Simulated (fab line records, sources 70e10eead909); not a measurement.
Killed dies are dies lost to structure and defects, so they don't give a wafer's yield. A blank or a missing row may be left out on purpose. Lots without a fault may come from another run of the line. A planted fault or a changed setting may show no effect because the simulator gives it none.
A struck lot beside a sound one | flow nand_harc | 42 steps out of a route of 1159
Sound: wafers L519.3, L519.4, L519.6. Struck: wafers L526.1, L526.5, L526.6. The cause comes at the end.
At each step with rows: each side's tool, then ch and its chambers, then its first start. Under that, the readings that differ: sound wafers | struck wafers | difference of the means | sigmas: that difference in standard deviations of wafers without a fault.
alike: readings whose means differ by less than 2 such deviations, and words and numbers that are the same on both sides. not compared: withheld readings, readings that some wafer has no value for, bounds like >300 that may hide the same value, and numbers for which the record gives no deviation and whose values overlap.
The two part at a step that has a row with sigmas, a row that says differs or no value, or rows on one side only. Numbers that don't overlap but have no deviation are shown without sigmas and don't part them. A reading that every wafer of one side lacks parts them only if that side has two wafers or more.

NHARC_A_CONTACT_OVL_MEAS_70:
  sound on overlay-02, day 16 16:34; struck on overlay-02, day 18 12:25
  reading           | sound          | struck      | difference | sigmas
  overlay_x_nm (nm) | -1.9 -1.8 -1.3 | 0.5 0.8 0.6 | +2.3       | +3
  alike: overlay_y_nm
NHARC_A_CONTACT_INSPECT_71:
  sound on defect_inspect-01, day 16 16:37; struck on defect_inspect-02, day 18 12:27
  alike: raw_defect_count
then, 4 steps without rows for these wafers: NHARC_A_CONTACT_DESCUM_74 (chemistry O2, time 3 s); NHARC_A_CONTACT_ETCH_75 (etches the open film in CF4, target depth 39 nm, time 65 s); NHARC_A_CONTACT_ETCH_76 (etches the open film in N2/H2, target depth 260 nm, time 475.3 s); NHARC_A_CONTACT_ETCH_77 (etches the open film in CF4/CHF3, target depth 72.6 nm, time 36.3 s).
NHARC_A_CONTACT_ETCH_78: etches the open film in O2/COS, target depth 2800 nm, time 728 s.
  sound on rie_diel-02 ch 1,2,3; struck on rie_diel-04 ch 0,1,3
  alike: bias_w, drypump_motor_current_A, mfc_ar_sccm, oes_product_au, rf_vpp_V, showerhead_plenum_p_Torr, throttle_valve_pct
  not compared: rf_hours_counter_h
NHARC_A_CONTACT_ETCH_124: etches the open film in C4F8/O2/Ar, time 140 s, target depth 700 nm.
  sound on har_cap_etch-02 ch 0,1, day 16 17:52; struck on har_cap_etch-03 ch 0,1, day 18 14:14
  not compared: rf_hours_counter_h
then, 4 steps without rows for these wafers: NHARC_A_CONTACT_ETCH_125 (etches the open film in C4F8/O2/Ar, time 155 s, target depth 956 nm); NHARC_A_CONTACT_ETCH_126 (etches the open film in C4F8/O2/Ar, time 155 s, target depth 956 nm); NHARC_A_CONTACT_ETCH_127 (etches the open film in C4F8/O2/Ar, time 155 s, target depth 956 nm); NHARC_A_CONTACT_ETCH_128 (etches the open film in C4F8/O2/Ar, time 155 s, target depth 956 nm).
NHARC_A_CONTACT_ETCH_129: etches the open film in C4F8/O2/Ar, time 155 s, target depth 956 nm.
  sound on har_cap_etch-02 ch 0,1, day 16 18:37; struck on har_cap_etch-03 ch 0,1, day 18 15:14
  not compared: rf_hours_counter_h
NHARC_A_CONTACT_ETCH_130: etches the open film in C4F8/O2/Ar, time 155 s, target depth 956 nm.
  sound on har_cap_etch-02 ch 0,1, day 16 18:45; struck on har_cap_etch-03 ch 0,1, day 18 15:25
  not compared: rf_hours_counter_h
then, 4 steps without rows for these wafers: NHARC_A_CONTACT_ETCH_131 (etches the open film in C4F8/O2/Ar, time 155 s, target depth 956 nm); NHARC_A_CONTACT_ETCH_132 (etches the open film in C4F8/O2/Ar, time 156 s, target depth 958 nm); NHARC_A_CONTACT_ETCH_133 (etches the open film in C4F8/O2/Ar, time 195 s, target depth 840 nm); NHARC_A_CONTACT_ETCH_91 (etches the open film in CH3F/O2, target depth 40 nm, time 85.7 s).
NHARC_A_CONTACT_ETCH_97: etches the open film in C4F6/O2, target depth 20 nm, time 10 s.
  sound on rie_diel-02 ch 1,2; struck on rie_diel-08 ch 0,3
  alike: bias_w, drypump_motor_current_A, mfc_ar_sccm, oes_product_au, rf_vpp_V, showerhead_plenum_p_Torr, throttle_valve_pct
  not compared: rf_hours_counter_h
NHARC_A_CONTACT_CD_MEAS_80:
  sound on cd_sem-03, day 16 19:56; struck on cd_sem-01, day 18 16:50
  alike: cd_nm
then, 7 steps without rows for these wafers: NHARC_A_CONTACT_STRIP_103 (strips in N2/H2); NHARC_A_CONTACT_STRIP_104 (strips in CF4/CHF3); NHARC_A_CONTACT_STRIP_105 (strips in O2/COS); NHARC_A_CONTACT_ETCH_106 (etches the open film in CF4/O2, target depth 60 nm, overetch 6 nm, time 33 s); NHARC_A_CONTACT_STRIP_82 (strips in O2); NHARC_A_CONTACT_STRIP_83 (strips in post etch residue remover, time 600 s); NHARC_A_CONTACT_DEP_84 (deposits aC, target thk 2000 nm).
NHARC_A_CONTACT_DEP_85: deposits SiON, target thk 50 nm.
  sound on pecvd-03 ch 0,1,2, day 16 23:43; struck on pecvd-03 ch 0,1,2, day 18 19:05
  alike: heater_power_w
then, 10 steps without rows for these wafers: NHARC_A_CONTACT_DEHYDRATE_00 (time 120 s); NHARC_A_CONTACT_HMDS_01 (time 30 s); NHARC_A_CONTACT_COAT_86 (time 75 s); NHARC_A_CONTACT_COAT_87 (time 65 s); NHARC_A_CONTACT_COAT_02 (resist thk 90 nm); NHARC_A_CONTACT_SOFTBAKE_03 (time 55 s); NHARC_A_CONTACT_EBR_04; NHARC_A_CONTACT_EXPOSE_05 (exposes mask A CC); NHARC_A_CONTACT_PEB_06 (peb time 65 s); NHARC_A_CONTACT_DEVELOP_07 (develop time 35 s).
NHARC_A_CONTACT_CD_MEAS_08: target cd 100 nm.
  sound on cd_sem-02 ch 0, day 17 00:16; struck on cd_sem-01 ch 0, day 18 19:49
  alike: cd_nm
NHARC_A_CONTACT_OVL_MEAS_09:
  sound on overlay-01, day 17 00:21; struck on overlay-02, day 18 19:54
  alike: overlay_x_nm, overlay_y_nm
then, 1 step without rows for these wafers: NHARC_A_CONTACT_DESCUM_13 (chemistry O2, time 3 s).
-- the record jumps here: 2 days lie between the struck wafers' starts before and after (it left off in module A_CONTACT and takes up again in module END, whose first step shown is number 1159 of the route) --
NHARC_END_SORT_01:
  the record has rows for the struck wafers here (prober-02 ch 0, day 21 05:10) and none for the sound ones

WHERE THEY PART
First at NHARC_A_CONTACT_OVL_MEAS_70; last, within this record, at NHARC_END_SORT_01.

WHY: what the simulator had put in
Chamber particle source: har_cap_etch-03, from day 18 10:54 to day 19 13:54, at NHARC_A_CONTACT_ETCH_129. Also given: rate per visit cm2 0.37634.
